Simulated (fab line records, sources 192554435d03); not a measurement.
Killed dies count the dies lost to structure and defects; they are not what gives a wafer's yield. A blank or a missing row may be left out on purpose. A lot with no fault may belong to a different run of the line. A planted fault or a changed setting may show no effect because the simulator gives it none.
What tool caused it? | flow n5Finfet | 10 lots, 30 wafers sampled, at 4 steps of a route of 1938

WHAT EACH GAUGE READ, for each wafer
N5_MIM_BOT_LITHO_CD_MEAS_08: the cd target is 3000 nm.
lot  | measured     | on       | cdNm (nm)
L260 | day 13 00:37 | cdSem-02 | 3001.3 2999.4 3000.1
L261 | day 13 07:08 | cdSem-02 | 2995.3 2995.4 2996.9
L263 | day 13 17:48 | cdSem-02 | 3000.9 2998.8 2996.8
L262 | day 13 20:19 | cdSem-02 | 2997.0 2998.8 2995.8
L268 | day 15 11:49 | cdSem-03 | 2999.0 2999.4 2997.4
L269 | day 15 16:30 | cdSem-03 | 3000.2 2997.0 2999.9
L271 | day 15 20:09 | cdSem-03 | 3002.7 2999.7 3002.1
L276 | day 17 23:21 | cdSem-02 | 3001.1 3003.9 3000.8
L278 | day 18 09:56 | cdSem-03 | 2999.4 2999.6 3001.6
L277 | day 19 05:21 | cdSem-02 | 2997.3 3000.1 3000.5

N5_PASSIVATION_INSPECT_61: inspects for defects (macro).
lot  | measured     | on               | rawDefectCount
L260 | day 13 04:25 | defectInspect-02 | 2 1 5
L261 | day 13 08:37 | defectInspect-01 | 1 3 2
L263 | day 13 19:29 | defectInspect-02 | 4 5 2
L262 | day 13 22:30 | defectInspect-01 | 3 1 2
L268 | day 15 14:06 | defectInspect-01 | 0 >300 1
L269 | day 15 21:29 | defectInspect-01 | 2 >300 >300
L271 | day 15 23:07 | defectInspect-02 | 1 0 1
L276 | day 18 00:50 | defectInspect-02 | 3 4 0
L278 | day 18 11:49 | defectInspect-01 | 3 2 2
L277 | day 19 11:26 | defectInspect-02 | 4 2 2

EACH LOT AND THE TOOL THAT RAN IT (in order: tool; ch and the chambers of the sampled wafers; start)
lot  | N5_MIM_BOT_ETCH_ETCH_00          | N5_PASSIVATION_PECVD_01
L260 | rieMetal-02 ch 0,1, day 13 00:58 | pecvd-04 ch 0,1, day 13 01:38
L261 | rieMetal-02 ch 0,1, day 13 07:28 | pecvd-01 ch 1,2, day 13 08:10
L263 | rieMetal-01 ch 0,1, day 13 18:10 | pecvd-04 ch 0,2, day 13 18:49
L262 | rieMetal-01 ch 0,1, day 13 20:43 | pecvd-03 ch 0,1,2, day 13 21:22
L268 | rieMetal-01 ch 0,1, day 15 12:08 | pecvd-01 ch 0,2, day 15 12:49
L269 | rieMetal-01 ch 0,1, day 15 17:05 | pecvd-01 ch 0,1,2, day 15 17:46
L271 | rieMetal-02 ch 1, day 15 20:34   | pecvd-01 ch 1,2, day 15 21:26
L276 | rieMetal-03 ch 0,1, day 17 23:43 | pecvd-01 ch 0,2, day 18 00:24
L278 | rieMetal-02 ch 0,1, day 18 10:23 | pecvd-03 ch 0,1, day 18 11:17
L277 | rieMetal-01 ch 0,1, day 19 05:41 | pecvd-04 ch 0,1,2, day 19 06:27
- N5_MIM_BOT_ETCH_ETCH_00: etches TiN in Cl2/BCl3, target depth 45.5 nm.
- N5_PASSIVATION_PECVD_01: deposits SiNx from SiH4/NH3/N2, target thk 200 nm, time 43.2 s.

AS READ BY THE TOOLS THEMSELVES (means over the sampled wafers that have a number; for cases with no such wafer, the mark the record gives instead)
N5_MIM_BOT_ETCH_ETCH_00.
lot  | tool        | drypumpMotorCurrentA (A) | mfcCl2Sccm (sccm) | oesProductAu (a.u.) | throttleValvePct (%)
L260 | rieMetal-02 | 5.6                      | 53.17             | 0.80                | 22.08
L261 | rieMetal-02 | 5.5                      | 53.32             | 0.71                | 22.06
L263 | rieMetal-01 | 5.8                      | 53.01             | 0.87                | 22.24
L262 | rieMetal-01 | 5.4                      | 53.39             | 0.86                | 22.25
L268 | rieMetal-01 | 5.4                      | 53.24             | 0.85                | 22.24
L269 | rieMetal-01 | 5.7                      | 53.24             | 0.86                | 22.25
L271 | rieMetal-02 | 5.7                      | 53.28             | 0.84                | 22.14
L276 | rieMetal-03 | 5.8                      | 53.24             | 0.92                | 21.99
L278 | rieMetal-02 | 5.5                      | 53.41             | 0.89                | 21.98
L277 | rieMetal-01 | 5.4                      | 53.28             | 0.82                | 22.26

N5_PASSIVATION_PECVD_01.
lot  | tool     | heaterPowerOuterW (W) | heaterPowerW (W) | showerheadPlenumPTorr (Torr) | throttleValvePct (%)
L260 | pecvd-04 | 205                   | 471              | 8.69                         | 28.4
L261 | pecvd-01 | 89                    | 289              | 8.63                         | 28.6
L263 | pecvd-04 | 189                   | 454              | 8.67                         | 28.7
L262 | pecvd-03 | 140                   | 359              | 8.63                         | 28.3
L268 | pecvd-01 | 157                   | 313              | 8.66                         | 27.8
L269 | pecvd-01 | 139                   | 327              | 8.68                         | 28.9
L271 | pecvd-01 | 157                   | 339              | 8.60                         | 27.6
L276 | pecvd-01 | 192                   | 368              | 8.73                         | 29.2
L278 | pecvd-03 | 157                   | 381              | 8.66                         | 30.3
L277 | pecvd-04 | 176                   | 409              | 8.67                         | 28.4

THE ANSWER, worked out from the rows above alone
Rule: what is usual is taken from the lots themselves. The widest of any qualifying gaps counts: lots, ordered by their means at a reading, are off when they make up no more than a third of the lots, leave a main group of 4 or more, and stand apart from it by 3 or more times the standard deviation of that group's means. If all means in a main group match to the digits the tables above print for the reading, that group is not used. Also off: a lot with no number at a reading for which 4 or more lots have one. The other lots that the step has rows for count as sound. The gauges are gone through in route order, then the tools' own readings, and for those a lot's mean is taken as printed above. At the first step where some lot is off, the reading lying furthest off is the one used; lots without a number count as furthest.
No lot is off at any reading shown: from this, nothing can be told.

WHAT THE SIMULATOR HAD PUT IN
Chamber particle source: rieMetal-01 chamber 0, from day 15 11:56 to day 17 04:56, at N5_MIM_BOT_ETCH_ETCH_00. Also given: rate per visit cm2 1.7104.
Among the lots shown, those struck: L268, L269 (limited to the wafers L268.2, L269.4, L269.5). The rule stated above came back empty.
